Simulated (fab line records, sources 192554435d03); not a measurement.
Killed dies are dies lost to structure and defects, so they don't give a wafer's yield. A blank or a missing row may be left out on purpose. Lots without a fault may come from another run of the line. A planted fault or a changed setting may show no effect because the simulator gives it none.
Which tool did it? | flow n5_finfet | 24 lots, 72 wafers sampled, at 6 steps of a route of 1938

WHAT THE GAUGES READ, wafer by wafer
The record holds no reading of a measuring or inspecting step that can be judged against a usual standard deviation.

WHICH TOOL RAN EACH LOT (tool, then ch and the chambers of the sampled wafers, then the start)
lot  | N5_BEOL_M7_SURFACE_TREAT_79  | N5_BEOL_M8_ETCH_62                 | N5_BEOL_M8_CMP_52             | N5_BEOL_M9_ILD_DEP_00           | N5_BEOL_M9_CURE_71            | N5_BEOL_M9_PECVD_70
L074 | pvd_sputter-03, day 9 05:07  | rie_diel-05 ch 0,1,2, day 9 09:31  | cmp-03 ch 1,2,3, day 9 15:01  | pecvd-01 ch 0,1,2, day 9 15:31  | uv_cure-01 ch 0, day 9 15:35  | pecvd-03 ch 0,1,2, day 9 16:08
L077 | pvd_sputter-02, day 9 16:56  | rie_diel-05 ch 0,2,3, day 9 20:16  | cmp-04 ch 1,3, day 10 01:12   | pecvd-03 ch 0,1, day 10 01:41   | uv_cure-02 ch 0, day 10 01:58 | pecvd-01 ch 0,1, day 10 02:22
L076 | pvd_sputter-03, day 9 20:53  | rie_diel-02 ch 0,2,3, day 10 01:22 | cmp-03 ch 1,2,3, day 10 06:49 | pecvd-02 ch 0,1, day 10 07:13   | uv_cure-01 ch 0, day 10 07:37 | pecvd-02 ch 1,2, day 10 08:20
L075 | pvd_sputter-03, day 10 00:46 | rie_diel-02 ch 0,1,3, day 10 04:28 | cmp-01 ch 2,3, day 10 09:20   | pecvd-01 ch 0,1, day 10 09:51   | uv_cure-03 ch 1, day 10 10:05 | pecvd-03 ch 0,1,2, day 10 10:29
L078 | pvd_sputter-01, day 10 02:34 | rie_diel-05 ch 1,2,3, day 10 07:38 | cmp-01 ch 1,2, day 10 12:42   | pecvd-01 ch 0,1, day 10 13:11   | uv_cure-02 ch 1, day 10 13:23 | pecvd-02 ch 0,1, day 10 13:51
L079 | pvd_sputter-01, day 10 08:54 | rie_diel-04 ch 0,2, day 10 12:24   | cmp-04 ch 1,2,3, day 10 18:56 | pecvd-03 ch 0,1, day 10 19:25   | uv_cure-03 ch 2, day 10 19:40 | pecvd-02 ch 1,2, day 10 20:03
L080 | pvd_sputter-01, day 10 08:58 | rie_diel-02 ch 1,2,3, day 10 12:50 | cmp-03 ch 0,2, day 10 19:08   | pecvd-02 ch 1,2, day 10 19:35   | uv_cure-01 ch 2, day 10 19:40 | pecvd-03 ch 0,1,2, day 10 20:41
L081 | pvd_sputter-01, day 10 11:40 | rie_diel-04 ch 0,2,3, day 10 16:27 | cmp-04 ch 0,2,3, day 10 20:19 | pecvd-02 ch 0,1, day 10 20:48   | uv_cure-01 ch 2, day 10 21:13 | pecvd-03 ch 0,2, day 10 22:15
L082 | pvd_sputter-03, day 10 21:40 | rie_diel-02 ch 0,1,3, day 11 01:26 | cmp-04 ch 1,2, day 11 06:08   | pecvd-02 ch 0,1,2, day 11 06:35 | uv_cure-02 ch 0, day 11 06:40 | pecvd-03 ch 0,2, day 11 07:13
L083 | pvd_sputter-02, day 11 05:55 | rie_diel-05 ch 0,1,3, day 11 09:35 | cmp-04 ch 0,2,3, day 11 13:43 | pecvd-03 ch 0,1,2, day 11 14:10 | uv_cure-02 ch 2, day 11 14:14 | pecvd-03 ch 0,1, day 11 14:47
L085 | pvd_sputter-03, day 11 16:20 | rie_diel-04 ch 0,1,3, day 11 22:26 | cmp-01 ch 0,1,3, day 12 03:09 | pecvd-03 ch 0,2, day 12 03:38   | uv_cure-03 ch 2, day 12 03:53 | pecvd-01 ch 2, day 12 04:45
L086 | pvd_sputter-02, day 12 07:38 | rie_diel-02 ch 0,2,3, day 12 11:17 | cmp-03 ch 0,1,3, day 12 14:17 | pecvd-02 ch 0,2, day 12 14:46   | uv_cure-02 ch 2, day 12 14:51 | pecvd-01 ch 0,2, day 12 15:24
L088 | pvd_sputter-01, day 12 14:13 | rie_diel-02 ch 0,1,3, day 12 18:29 | cmp-04 ch 1,2,3, day 13 00:35 | pecvd-01 ch 1,2, day 13 00:58   | uv_cure-01 ch 1, day 13 01:07 | pecvd-03 ch 0,1,2, day 13 01:35
L084 | pvd_sputter-01, day 12 14:47 | rie_diel-04 ch 0,1,3, day 12 18:57 | cmp-03 ch 2,3, day 12 23:32   | pecvd-02 ch 0,1,2, day 13 00:01 | uv_cure-01 ch 1, day 13 00:06 | pecvd-01 ch 0,2, day 13 00:39
L087 | pvd_sputter-01, day 12 17:27 | rie_diel-05 ch 0,2,3, day 12 21:58 | cmp-04 ch 1,3, day 13 01:46   | pecvd-03 ch 1,2, day 13 02:16   | uv_cure-01 ch 0, day 13 02:20 | pecvd-03 ch 0,2, day 13 02:53
L090 | pvd_sputter-03, day 12 18:26 | rie_diel-04 ch 0,1,2, day 12 22:09 | cmp-01 ch 0,1,2, day 13 01:33 | pecvd-02 ch 0,2, day 13 02:00   | uv_cure-03 ch 2, day 13 02:09 | pecvd-03 ch 0,2, day 13 02:37
L089 | pvd_sputter-03, day 12 22:47 | rie_diel-05 ch 0,1,2, day 13 01:46 | cmp-01 ch 0,2,3, day 13 06:51 | pecvd-02 ch 1,2, day 13 07:22   | uv_cure-03 ch 0, day 13 07:36 | pecvd-01 ch 0,2, day 13 07:59
L091 | pvd_sputter-02, day 13 07:42 | rie_diel-04 ch 0,3, day 13 12:10   | cmp-04 ch 0,2,3, day 13 17:16 | pecvd-02 ch 0,1,2, day 13 17:45 | uv_cure-01 ch 2, day 13 17:50 | pecvd-03 ch 1,2, day 13 18:23
L092 | pvd_sputter-02, day 13 19:06 | rie_diel-05 ch 0,1,2, day 13 21:42 | cmp-01 ch 2,3, day 14 03:14   | pecvd-01 ch 0,2, day 14 03:44   | uv_cure-03 ch 1, day 14 03:55 | pecvd-03 ch 0,2, day 14 04:23
L093 | pvd_sputter-02, day 14 01:30 | rie_diel-05 ch 1,2,3, day 14 05:58 | cmp-04 ch 1,2,3, day 14 13:17 | pecvd-01 ch 0,1,2, day 14 13:46 | uv_cure-01 ch 2, day 14 13:51 | pecvd-02 ch 0,1,2, day 14 14:53
L094 | pvd_sputter-03, day 14 03:55 | rie_diel-02 ch 0,1,2, day 14 07:58 | cmp-03 ch 0,1,2, day 14 13:05 | pecvd-01 ch 0,1,2, day 14 13:32 | uv_cure-03 ch 1, day 14 13:53 | pecvd-03 ch 0,1,2, day 14 14:13
L096 | pvd_sputter-03, day 14 11:28 | rie_diel-04 ch 0,1,2, day 14 15:28 | cmp-01 ch 0,1,2, day 14 20:28 | pecvd-02 ch 0,1,2, day 14 20:56 | uv_cure-03 ch 2, day 14 21:22 | pecvd-01 ch 1,2, day 14 21:55
L095 | pvd_sputter-01, day 14 11:44 | rie_diel-02 ch 0,1, day 14 15:35   | cmp-01 ch 0,2,3, day 14 20:53 | pecvd-02 ch 0,2, day 14 21:20   | uv_cure-02 ch 0, day 14 21:36 | pecvd-02 ch 0,1,2, day 14 22:04
L097 | pvd_sputter-02, day 15 03:39 | rie_diel-04 ch 1,2,3, day 15 09:59 | cmp-04 ch 0,2,3, day 15 19:19 | pecvd-01 ch 0,1,2, day 15 19:46 | uv_cure-02 ch 1, day 15 20:03 | pecvd-01 ch 0,1,2, day 15 20:23
- N5_BEOL_M7_SURFACE_TREAT_79
- N5_BEOL_M8_ETCH_62: etches SOC in N2/H2, target depth 110 nm, overetch 22 nm, time 165 s.
- N5_BEOL_M8_CMP_52: polishes, stops on SiCOH lowk, t overpolish 6.9 s, target thk 80 nm.
- N5_BEOL_M9_ILD_DEP_00: deposits SiCOH lowk from DEMS/porogen, target thk 308.51 nm, time 58 s.
- N5_BEOL_M9_CURE_71: cures SiCOH lowk, time 240 s.
- N5_BEOL_M9_PECVD_70: deposits SiO2 from TEOS/O2, target thk 20 nm, time 22.7 s.

WHAT THE TOOLS THEMSELVES READ (means of the sampled wafers that have a number; where no wafer has one, the mark that the record gives instead)
N5_BEOL_M8_ETCH_62. Usual: chamber_pressure_mTorr 30.002 mTorr, standard deviation 0.028; drypump_motor_current_A 5.5 A, standard deviation 0.37; oes_product_au 0.64 a.u., standard deviation 0.063; rf_vpp_V 523.4 V, standard deviation 2.9; showerhead_plenum_p_Torr 2.52 Torr, standard deviation 0.1; throttle_valve_pct 17.84 %, standard deviation 0.22.
lot  | tool        | chamber_pressure_mTorr (mTorr) | drypump_motor_current_A (A) | oes_product_au (a.u.) | rf_vpp_V (V) | showerhead_plenum_p_Torr (Torr) | throttle_valve_pct (%) | flag
L074 | rie_diel-05 | 30.001                         | 5.5                         | 0.63                  | 524.6        | 2.54                            | 17.77                  |
L077 | rie_diel-05 | 29.999                         | 5.5                         | 0.68                  | 526.1        | 2.64                            | 17.67                  |
L076 | rie_diel-02 | 30.020                         | 5.7                         | 0.64                  | 523.5        | 2.55                            | 17.92                  |
L075 | rie_diel-02 | 29.978                         | 5.4                         | 0.68                  | 523.7        | 2.53                            | 17.73                  |
L078 | rie_diel-05 | 29.993                         | 5.7                         | 0.65                  | 524.6        | 2.59                            | 17.88                  |
L079 | rie_diel-04 | 29.993                         | 5.5                         | 0.64                  | 520.8        | 2.44                            | 17.88                  |
L080 | rie_diel-02 | 29.984                         | 5.4                         | 0.68                  | 526.3        | 2.59                            | 17.71                  |
L081 | rie_diel-04 | 30.016                         | 5.4                         | 0.63                  | 520.4        | 2.43                            | 17.82                  |
L082 | rie_diel-02 | 29.991                         | 5.4                         | 0.68                  | 524.3        | 2.52                            | 17.76                  |
L083 | rie_diel-05 | 29.998                         | 5.4                         | 0.67                  | 524.6        | 2.56                            | 17.73                  |
L085 | rie_diel-04 | 30.005                         | 5.6                         | 0.58                  | 522.4        | 2.47                            | 17.98                  |
L086 | rie_diel-02 | 30.009                         | 5.7                         | 0.63                  | 524.3        | 2.54                            | 17.96                  |
L088 | rie_diel-02 | 30.014                         | 5.3                         | 0.66                  | 523.3        | 2.52                            | 17.77                  |
L084 | rie_diel-04 | 30.015                         | 5.6                         | 0.58                  | 521.8        | 2.47                            | 18.00                  |
L087 | rie_diel-05 | 30.043                         | 5.5                         | 0.65                  | 526.3        | 2.63                            | 17.71                  |
L090 | rie_diel-04 | 30.008                         | 5.3                         | 0.62                  | 522.1        | 2.49                            | 17.91                  |
L089 | rie_diel-05 | 29.997                         | 5.4                         | 0.62                  | 523.5        | 2.53                            | 17.82                  |
L091 | rie_diel-04 | 30.016                         | 5.7                         | 0.57                  | 520.2        | 2.40                            | 17.97                  |
L092 | rie_diel-05 | 30.029                         | 5.5                         | 0.61                  | 524.3        | 2.53                            | 17.84                  |
L093 | rie_diel-05 | 30.021                         | 5.7                         | 0.63                  | 524.5        | 2.57                            | 17.93                  |
L094 | rie_diel-02 | 29.991                         | 5.5                         | 0.61                  | 524.2        | 2.54                            | 17.94                  |
L096 | rie_diel-04 | 30.011                         | 5.3                         | 0.68                  | 522.2        | 2.48                            | 17.80                  |
L095 | rie_diel-02 | 29.997                         | 5.2                         | 0.64                  | 523.5        | 2.51                            | 17.76                  |
L097 | rie_diel-04 | 30.009                         | 5.2                         | 0.67                  | 522.2        | 2.48                            | 17.76                  |

N5_BEOL_M8_CMP_52. Usual: barrier_field_endpoint_s 29.4 s, standard deviation 0.82; clearing_platen_rpm 50.001 rpm, standard deviation 0.027; head_pressure_psi 0.9999 psi, standard deviation 0.0021; motor_current_A 5.9 A, standard deviation 0.71; overpolish_run_s 6.900 s, standard deviation 0.0092; time_to_endpoint_s 64 s, standard deviation 3.5.
lot  | tool   | barrier_field_endpoint_s (s) | clearing_platen_rpm (rpm) | head_pressure_psi (psi) | motor_current_A (A) | overpolish_run_s (s) | time_to_endpoint_s (s) | flag
L074 | cmp-03 | 29.7                         | 50.013                    | 1.0004                  | 7.0                 | 6.901                | 63                     |
L077 | cmp-04 | 29.5                         | 49.981                    | 0.9961                  | 6.0                 | 6.906                | 64                     |
L076 | cmp-03 | 28.8                         | 50.009                    | 1.0009                  | 7.0                 | 6.907                | 62                     |
L075 | cmp-01 | 29.7                         | 49.982                    | 1.0010                  | 6.0                 | 6.903                | 64                     |
L078 | cmp-01 | 29.0                         | 50.025                    | 0.9989                  | 6.0                 | 6.894                | 62                     |
L079 | cmp-04 | 29.6                         | 50.002                    | 0.9999                  | 5.7                 | 6.903                | 67                     |
L080 | cmp-03 | 29.3                         | 50.003                    | 1.0002                  | 6.2                 | 6.911                | 67                     |
L081 | cmp-04 | 30.0                         | 49.997                    | 0.9993                  | 5.4                 | 6.891                | 68                     |
L082 | cmp-04 | 29.7                         | 50.000                    | 0.9991                  | 6.0                 | 6.902                | 67                     |
L083 | cmp-04 | 30.1                         | 49.995                    | 1.0010                  | 5.6                 | 6.889                | 68                     |
L085 | cmp-01 | 29.3                         | 50.003                    | 1.0000                  | 5.9                 | 6.899                | 65                     |
L086 | cmp-03 | 28.6                         | 50.017                    | 0.9981                  | 6.4                 | 6.900                | 62                     |
L088 | cmp-04 | 29.7                         | 50.020                    | 0.9974                  | 5.8                 | 6.894                | 66                     |
L084 | cmp-03 | 30.2                         | 49.989                    | 1.0003                  | 7.3                 | 6.905                | 66                     |
L087 | cmp-04 | 29.3                         | 49.989                    | 0.9981                  | 5.9                 | 6.894                | 64                     |
L090 | cmp-01 | 29.7                         | 50.009                    | 1.0018                  | 5.5                 | 6.900                | 65                     |
L089 | cmp-01 | 28.8                         | 49.987                    | 1.0009                  | 5.8                 | 6.908                | 63                     |
L091 | cmp-04 | 29.3                         | 50.015                    | 0.9987                  | 5.3                 | 6.905                | 67                     |
L092 | cmp-01 | 29.0                         | 50.002                    | 0.9998                  | 5.9                 | 6.898                | 61                     |
L093 | cmp-04 | 29.6                         | 49.993                    | 1.0005                  | 5.8                 | 6.892                | 66                     |
L094 | cmp-03 | 28.7                         | 49.978                    | 0.9994                  | 6.5                 | 6.898                | 61                     |
L096 | cmp-01 | 29.4                         | 50.010                    | 0.9997                  | 5.6                 | 6.900                | 63                     |
L095 | cmp-01 | 30.5                         | 49.983                    | 1.0018                  | 5.7                 | 6.889                | 69                     |
L097 | cmp-04 | 29.2                         | 49.994                    | 1.0003                  | 5.5                 | 6.903                | 63                     |

N5_BEOL_M9_ILD_DEP_00. Usual: heater_power_outer_w 145 W, standard deviation 34; heater_power_w 314 W, standard deviation 55; showerhead_plenum_p_Torr 5.744 Torr, standard deviation 0.016; throttle_valve_pct 14.0 %, standard deviation 0.61.
lot  | tool     | heater_power_outer_w (W) | heater_power_w (W) | showerhead_plenum_p_Torr (Torr) | throttle_valve_pct (%) | flag
L074 | pecvd-01 | 141                      | 309                | 5.750                           | 13.9                   |
L077 | pecvd-03 | 128                      | 276                | 5.744                           | 14.4                   |
L076 | pecvd-02 | 145                      | 300                | 5.754                           | 14.0                   |
L075 | pecvd-01 | 116                      | 281                | 5.761                           | 14.4                   |
L078 | pecvd-01 | 148                      | 307                | 5.734                           | 14.1                   |
L079 | pecvd-03 | 122                      | 265                | 5.731                           | 14.4                   |
L080 | pecvd-02 | 152                      | 311                | 5.741                           | 13.7                   |
L081 | pecvd-02 | 120                      | 291                | 5.754                           | 14.4                   |
L082 | pecvd-02 | 165                      | 352                | 5.748                           | 13.8                   |
L083 | pecvd-03 | 130                      | 274                | 5.751                           | 13.9                   |
L085 | pecvd-03 | 120                      | 280                | 5.753                           | 13.9                   |
L086 | pecvd-02 | 165                      | 369                | 5.742                           | 14.5                   |
L088 | pecvd-01 | 125                      | 307                | 5.758                           | 14.3                   |
L084 | pecvd-02 | 132                      | 305                | 5.748                           | 14.0                   |
L087 | pecvd-03 | 131                      | 273                | 5.727                           | 14.4                   |
L090 | pecvd-02 | 177                      | 391                | 5.733                           | 14.2                   |
L089 | pecvd-02 | 149                      | 326                | 5.743                           | 13.6                   |
L091 | pecvd-02 | 142                      | 320                | 5.743                           | 13.9                   |
L092 | pecvd-01 | 173                      | 339                | 5.735                           | 13.5                   |
L093 | pecvd-01 | 156                      | 326                | 5.744                           | 13.9                   |
L094 | pecvd-01 | 132                      | 301                | 5.753                           | 13.9                   |
L096 | pecvd-02 | 169                      | 353                | 5.746                           | 13.9                   |
L095 | pecvd-02 | 167                      | 367                | 5.739                           | 14.0                   |
L097 | pecvd-01 | 143                      | 315                | 5.758                           | 14.1                   |

N5_BEOL_M9_CURE_71. Usual: lamp_power_pct 52.32 %, standard deviation 0.046; wafer_temp_C_max 387.1, standard deviation 0.73.
lot  | tool       | lamp_power_pct (%) | wafer_temp_C_max | flag
L074 | uv_cure-01 | 52.29              | 386.3            |
L077 | uv_cure-02 | 52.30              | 386.5            |
L076 | uv_cure-01 | 52.31              | 386.2            |
L075 | uv_cure-03 | 52.29              | 387.5            |
L078 | uv_cure-02 | 52.33              | 386.1            |
L079 | uv_cure-03 | 52.37              | 387.9            |
L080 | uv_cure-01 | 52.31              | 386.5            |
L081 | uv_cure-01 | 52.33              | 387.1            |
L082 | uv_cure-02 | 52.29              | 387.2            |
L083 | uv_cure-02 | 52.32              | 386.5            |
L085 | uv_cure-03 | 52.27              | 388.4            |
L086 | uv_cure-02 | 52.32              | 387.0            |
L088 | uv_cure-01 | 52.35              | 387.4            |
L084 | uv_cure-01 | 52.34              | 387.2            |
L087 | uv_cure-01 | 52.31              | 386.2            |
L090 | uv_cure-03 | 52.31              | 388.1            |
L089 | uv_cure-03 | 52.36              | 386.3            |
L091 | uv_cure-01 | 52.30              | 386.8            |
L092 | uv_cure-03 | 52.31              | 387.4            |
L093 | uv_cure-01 | 52.32              | 386.7            |
L094 | uv_cure-03 | 52.35              | 387.5            |
L096 | uv_cure-03 | 52.33              | 387.8            |
L095 | uv_cure-02 | 52.29              | 387.1            |
L097 | uv_cure-02 | 52.32              | 386.7            |

N5_BEOL_M9_PECVD_70. Usual: heater_power_outer_w 403 W, standard deviation 61; heater_power_w 688 W, standard deviation 92; showerhead_plenum_p_Torr 8.80 Torr, standard deviation 0.066; throttle_valve_pct 22.5 %, standard deviation 0.97.
lot  | tool     | heater_power_outer_w (W) | heater_power_w (W) | showerhead_plenum_p_Torr (Torr) | throttle_valve_pct (%) | flag
L074 | pecvd-03 | 380                      | 647                | 8.80                            | 22.6                   |
L077 | pecvd-01 | 404                      | 672                | 8.78                            | 22.7                   |
L076 | pecvd-02 | 418                      | 685                | 8.81                            | 21.7                   |
L075 | pecvd-03 | 346                      | 599                | 8.81                            | 22.6                   |
L078 | pecvd-02 | 423                      | 706                | 8.85                            | 22.6                   |
L079 | pecvd-02 | 420                      | 683                | 8.83                            | 21.9                   |
L080 | pecvd-03 | 402                      | 669                | 8.79                            | 22.5                   |
L081 | pecvd-03 | 395                      | 671                | 8.82                            | 21.8                   |
L082 | pecvd-03 | 368                      | 661                | 8.83                            | 22.1                   |
L083 | pecvd-03 | 403                      | 707                | 8.82                            | 22.7                   |
L085 | pecvd-01 | 479                      | 813                | 8.82                            | 20.9                   |
L086 | pecvd-01 | 507                      | 814                | 8.79                            | 21.3                   |
L088 | pecvd-03 | 348                      | 600                | 8.78                            | 22.6                   |
L084 | pecvd-01 | 436                      | 720                | 8.75                            | 21.8                   |
L087 | pecvd-03 | 393                      | 665                | 8.82                            | 21.9                   |
L090 | pecvd-03 | 410                      | 706                | 8.84                            | 22.0                   |
L089 | pecvd-01 | 453                      | 731                | 8.75                            | 21.9                   |
L091 | pecvd-03 | 399                      | 650                | 8.78                            | 22.2                   |
L092 | pecvd-03 | 403                      | 701                | 8.84                            | 22.0                   |
L093 | pecvd-02 | 438                      | 743                | 8.81                            | 22.6                   |
L094 | pecvd-03 | 369                      | 622                | 8.79                            | 22.5                   |
L096 | pecvd-01 | 389                      | 699                | 8.87                            | 23.0                   |
L095 | pecvd-02 | 475                      | 793                | 8.80                            | 22.7                   |
L097 | pecvd-01 | 406                      | 698                | 8.83                            | 22.4                   |

THE ANSWER, worked out from the rows above alone
Rule: a lot is off if the mean of its wafers that have a number lies more than 3 standard deviations from the usual mean. A lot without any number at a reading at which 4 lots or more have one is off too. The other lots that the step has rows for count as sound. The gauges are gone through in route order, then the tools' own readings, and for those a lot's mean is taken as printed above. The first step at which some lot is off is used, and at that step the reading that is off furthest; a lot without a number counts as furthest.
No lot is off at any reading shown: from this, nothing can be told.

WHAT THE SIMULATOR HAD PUT IN
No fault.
